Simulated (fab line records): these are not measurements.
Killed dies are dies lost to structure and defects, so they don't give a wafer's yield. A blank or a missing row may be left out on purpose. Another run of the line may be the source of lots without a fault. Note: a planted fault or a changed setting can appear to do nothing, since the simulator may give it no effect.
Matching of chambers ; flow nandHarc ; 4 sister chambers for NHARC_P_ZERO_WELL_ETCH_65 on rieDiel-09
The step etches the open film in N2/H2, target depth 80 nm, overetch 24 nm, time 87.88 s. 8 wafers are shown with their chamber, then 9 later ones without.

WAFERS PAIRED WITH THEIR CHAMBERS
wafer;chamber;drypumpMotorCurrentA (A);showerheadPlenumPTorr (Torr)
L076.3;0;5.2;2.07
L083.3;1;5.5;1.91
L088.3;2;5.8;2.10
L088.4;3;6.5;2.15
L088.6;3;6.5;2.15
L089.1;2;5.7;2.10
L089.3;1;5.5;1.91
L089.4;0;5.2;2.05

WAFERS WITH NO CHAMBER GIVEN
wafer;drypumpMotorCurrentA (A);showerheadPlenumPTorr (Torr)
L091.1;5.8;2.10
L091.3;5.5;1.90
L091.4;6.5;2.14
L094.2;5.2;2.05
L094.5;6.5;2.14
L094.6;5.2;2.05
L096.1;5.7;2.09
L096.5;5.5;1.90
L096.6;5.2;2.04

CHAMBER TAKEN BY EACH
wafer;from the rows above;in truth
L091.1;2;2
L091.3;1;1
L091.4;3;3
L094.2;0;0
L094.5;3;3
L094.6;0;0
L096.1;2;2
L096.5;1;1
L096.6;0;0
9 of 9 placed correctly. From these rows, 0 cannot be placed. 0 placed wrongly.
How it was worked out, from the rows above alone: a wafer's distance from a chamber is the root of the sum, over the readings, of the square of ((its reading less the chamber's mean) divided by the reading's scatter). If the next closest chamber is less than 2 further off than the closest, the wafer can't be placed; otherwise it belongs to the closest. The mean given for a chamber averages the wafers shown for that chamber. The scatter: take each reading less its chamber's mean, square it, sum over the shown wafers, divide by the number of wafers less the number of chambers, and take the root.
